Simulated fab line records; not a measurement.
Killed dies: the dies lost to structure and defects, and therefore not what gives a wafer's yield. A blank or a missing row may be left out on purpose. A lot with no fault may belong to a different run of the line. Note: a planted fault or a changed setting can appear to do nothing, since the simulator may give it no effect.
Which tool did it?	flow n5Finfet	Sampling: 24 lots, 72 wafers, 5 of 1938 route steps

== WHAT THE GAUGES READ, wafer by wafer ==
N5_BEOL_M2_CD_MEAS_35: target cd 18 nm, target cd y 22.2 nm. Usual: cdNm at 18.04 nm, with a standard deviation of 0.29.
lot	measured	on	cdNm (nm)	flag
L074	day 6 19:41	cdSem-02	18.58 18.18 18.43	
L075	day 6 20:21	cdSem-01	18.26 17.99 18.12	
L076	day 7 04:45	cdSem-02	18.17 18.05 18.21	
L077	day 7 09:56	cdSem-02	18.13 17.72 18.24	
L078	day 7 20:07	cdSem-02	18.32 17.67 18.12	
L079	day 7 23:16	cdSem-02	17.64 17.73 18.43	
L080	day 8 04:57	cdSem-03	17.92 17.88 18.37	
L081	day 8 13:48	cdSem-01	17.91 18.10 18.13	
L082	day 8 22:37	cdSem-01	17.84 17.67 18.11	
L083	day 9 00:13	cdSem-03	17.96 18.09 18.55	
L084	day 9 08:47	cdSem-02	18.22 18.32 17.62	
L085	day 9 14:35	cdSem-01	17.88 17.67 18.07	
L086	day 9 20:04	cdSem-03	18.14 18.50 17.78	
L087	day 9 21:54	cdSem-01	18.08 17.66 17.72	
L089	day 10 09:23	cdSem-03	17.35 17.85 17.98	
L088	day 10 14:17	cdSem-01	17.82 18.38 18.10	
L090	day 10 16:47	cdSem-03	18.34 18.18 17.50	
L093	day 11 10:55	cdSem-01	17.92 18.04 17.91	
L091	day 11 12:43	cdSem-02	18.29 18.47 17.99	
L092	day 11 15:05	cdSem-01	18.27 18.41 18.72	
L094	day 11 16:21	cdSem-02	17.79 18.18 18.02	
L095	day 11 19:36	cdSem-01	18.13 17.99 18.34	
L096	day 12 11:13	cdSem-03	18.18 17.58 17.42	
L097	day 13 09:55	cdSem-01	18.12 18.21 17.85	

N5_BEOL_M3_CD_MEAS_11 targets a cd of 17.05 nm. Usual: cdNm at 17.07 nm, with a standard deviation of 0.21.
lot	measured	on	cdNm (nm)	flag
L074	day 7 00:20	cdSem-01	16.76 17.31 16.98	
L075	day 7 04:36	cdSem-01	16.89 16.87 17.01	
L076	day 7 10:33	cdSem-01	17.08 16.83 16.88	
L077	day 7 17:15	cdSem-02	16.90 16.90 17.11	
L078	day 8 04:29	cdSem-01	17.22 17.21 16.80	
L079	day 8 04:34	cdSem-01	17.23 17.03 17.21	
L080	day 8 12:44	cdSem-01	17.22 17.14 17.32	
L081	day 8 22:16	cdSem-03	16.69 17.22 17.16	
L082	day 9 05:28	cdSem-02	16.94 17.38 17.20	
L083	day 9 06:47	cdSem-03	17.04 17.21 16.93	
L084	day 9 17:02	cdSem-01	17.14 17.03 16.89	
L085	day 9 22:41	cdSem-03	17.50 17.10 17.26	
L086	day 10 04:47	cdSem-02	16.64 16.98 16.79	
L087	day 10 05:20	cdSem-03	17.31 17.06 17.60	
L089	day 10 18:16	cdSem-02	17.30 17.05 17.19	
L088	day 10 23:44	cdSem-03	17.08 16.94 16.84	
L090	day 11 00:03	cdSem-01	17.06 16.94 16.86	
L093	day 11 16:26	cdSem-01	17.17 16.99 17.21	
L091	day 11 20:38	cdSem-03	17.11 17.02 17.20	
L092	day 11 21:25	cdSem-02	17.13 16.77 16.72	
L094	day 11 23:13	cdSem-01	16.71 17.15 17.23	
L095	day 12 03:10	cdSem-03	17.26 16.86 16.99	
L096	day 12 16:04	cdSem-01	16.76 17.17 16.83	
L097	day 13 15:37	cdSem-03	17.07 17.07 17.30	

N5_BEOL_M3_OVL_MEAS_12. Usual: M3_OVL gives -0.1 nm (standard deviation 0.62).
lot	measured	on	M3_OVL (nm)	flag
L074	day 7 00:22	overlay-01	-0.3 0.5 0.3	
L075	day 7 04:38	overlay-02	0.3 0.8 1.0	
L076	day 7 10:35	overlay-02	-0.8 -1.1 -0.9	
L077	day 7 17:17	overlay-02	0.6 -0.8 -0.5	
L078	day 8 04:31	overlay-02	0.3 0.9 0.8	
L079	day 8 04:36	overlay-02	-0.2 -0.5 -0.8	
L080	day 8 12:46	overlay-01	0.3 -0.4 -1.1	
L081	day 8 22:18	overlay-01	0.3 0.2 -0.3	
L082	day 9 05:31	overlay-02	-0.7 -0.1 -0.8	
L083	day 9 06:49	overlay-01	-0.7 0.6 0.3	
L084	day 9 17:05	overlay-02	-1.0 0.4 0.7	
L085	day 9 22:43	overlay-01	0.5 0.1 0.1	
L086	day 10 04:49	overlay-02	-0.6 -1.6 -0.9	
L087	day 10 05:22	overlay-02	-1.5 -1.7 -0.7	
L089	day 10 18:17	overlay-01	-0.1 0.0 1.3	
L088	day 10 23:46	overlay-02	0.4 0.6 -0.6	
L090	day 11 00:05	overlay-01	0.4 0.0 0.1	
L093	day 11 16:28	overlay-01	-0.1 -0.4 -0.2	
L091	day 11 20:40	overlay-01	0.4 0.0 0.0	
L092	day 11 21:26	overlay-02	-0.5 -0.5 0.1	
L094	day 11 23:14	overlay-01	0.5 0.3 0.2	
L095	day 12 03:12	overlay-02	0.1 -0.1 0.1	
L096	day 12 16:06	overlay-01	-0.5 -0.8 -0.9	
L097	day 13 15:40	overlay-02	-0.7 -1.2 -0.6	

== WHAT TOOL EACH LOT RAN ON (gives the tool, then ch and the chambers of the sampled wafers, and finally the start) ==
lot	N5_BEOL_M2_ANNEAL_89	N5_BEOL_M2_SPUTTER_92
L074	pvdSputter-03, day 6 21:51	pvdSputter-03, day 6 22:13
L075	pvdSputter-01, day 6 22:25	pvdSputter-01, day 6 22:47
L076	pvdSputter-03, day 7 06:21	pvdSputter-03, day 7 06:43
L077	pvdSputter-03, day 7 11:29	pvdSputter-03, day 7 11:51
L078	pvdSputter-01, day 7 21:53	pvdSputter-01, day 7 22:14
L079	pvdSputter-02, day 8 00:56	pvdSputter-02, day 8 01:18
L080	pvdSputter-01, day 8 07:13	pvdSputter-01, day 8 07:35
L081	pvdSputter-01, day 8 15:26	pvdSputter-01, day 8 15:47
L082	pvdSputter-03, day 9 00:17	pvdSputter-03, day 9 00:38
L083	pvdSputter-02, day 9 02:00	pvdSputter-02, day 9 02:22
L084	pvdSputter-02, day 9 10:57	pvdSputter-02, day 9 11:19
L085	pvdSputter-01, day 9 16:37	pvdSputter-01, day 9 16:59
L086	pvdSputter-02, day 9 22:14	pvdSputter-02, day 9 22:36
L087	pvdSputter-01, day 9 23:56	pvdSputter-01, day 10 00:17
L089	pvdSputter-02, day 10 13:38	pvdSputter-02, day 10 13:59
L088	pvdSputter-01, day 10 16:05	pvdSputter-01, day 10 16:26
L090	pvdSputter-02, day 10 19:24	pvdSputter-02, day 10 19:46
L093	pvdSputter-01, day 11 13:52	pvdSputter-01, day 11 14:13
L091	pvdSputter-03, day 11 15:37	pvdSputter-03, day 11 15:59
L092	pvdSputter-02, day 11 17:16	pvdSputter-02, day 11 17:37
L094	pvdSputter-01, day 11 18:56	pvdSputter-01, day 11 19:18
L095	pvdSputter-03, day 11 21:32	pvdSputter-03, day 11 21:54
L096	pvdSputter-01, day 12 13:13	pvdSputter-01, day 12 13:35
L097	pvdSputter-03, day 13 12:19	pvdSputter-03, day 13 12:41
- N5_BEOL_M2_ANNEAL_89: time 240 s.
- N5_BEOL_M2_SPUTTER_92: material Cu, target thk 4.5 nm, time 8.29 s.

== WHAT THE TOOLS THEMSELVES READ (means of the sampled wafers that have a number; where no wafer has one, the mark that the record gives instead) ==
N5_BEOL_M2_ANNEAL_89. Usual: heaterPowerW at 859 W, with a standard deviation of 75.
lot	tool	heaterPowerW (W)	flag
L074	pvdSputter-03	808	
L075	pvdSputter-01	904	
L076	pvdSputter-03	787	
L077	pvdSputter-03	789	
L078	pvdSputter-01	881	
L079	pvdSputter-02	911	
L080	pvdSputter-01	842	
L081	pvdSputter-01	886	
L082	pvdSputter-03	807	
L083	pvdSputter-02	901	
L084	pvdSputter-02	937	
L085	pvdSputter-01	868	
L086	pvdSputter-02	868	
L087	pvdSputter-01	862	
L089	pvdSputter-02	943	
L088	pvdSputter-01	829	
L090	pvdSputter-02	931	
L093	pvdSputter-01	890	
L091	pvdSputter-03	824	
L092	pvdSputter-02	914	
L094	pvdSputter-01	883	
L095	pvdSputter-03	782	
L096	pvdSputter-01	833	
L097	pvdSputter-03	782	

N5_BEOL_M2_SPUTTER_92. Usual: substrateTempC -20.00 C, standard deviation 0.11; throttleValvePct 29.9 %, standard deviation 0.78.
lot	tool	substrateTempC (C)	throttleValvePct (%)	flag
L074	pvdSputter-03	-20.11	29.2	
L075	pvdSputter-01	-19.94	30.1	
L076	pvdSputter-03	-19.99	29.8	
L077	pvdSputter-03	-20.01	29.9	
L078	pvdSputter-01	-20.08	30.4	
L079	pvdSputter-02	-19.98	29.7	
L080	pvdSputter-01	-20.01	30.0	
L081	pvdSputter-01	-20.03	30.4	
L082	pvdSputter-03	-20.06	29.4	
L083	pvdSputter-02	-20.18	29.8	
L084	pvdSputter-02	-19.97	30.0	
L085	pvdSputter-01	-20.06	29.6	
L086	pvdSputter-02	-20.04	29.0	
L087	pvdSputter-01	-19.91	30.2	
L089	pvdSputter-02	-19.96	30.0	
L088	pvdSputter-01	-20.03	29.7	
L090	pvdSputter-02	-20.02	30.2	
L093	pvdSputter-01	-20.03	30.3	
L091	pvdSputter-03	-20.02	29.5	
L092	pvdSputter-02	-20.02	30.3	
L094	pvdSputter-01	-19.98	30.2	
L095	pvdSputter-03	-20.05	29.5	
L096	pvdSputter-01	-20.01	29.7	
L097	pvdSputter-03	-19.91	29.8	

== THE ANSWER, worked out from the rows above alone ==
Rule: lot off if the mean of its wafers having a number is beyond 3 standard deviations from the usual mean. Also off: a lot with no number at a reading for which 4 or more lots have one. The other lots that the step has rows for count as sound. The gauges are gone through in route order, then the tools' own readings, and for those a lot's mean is taken as printed above. At the first step where some lot is off, the reading lying furthest off is the one used; lots without a number count as furthest.
Across all readings shown, no lot is off: no conclusion can be drawn from this.

== WHAT THE SIMULATOR HAD INSERTED ==
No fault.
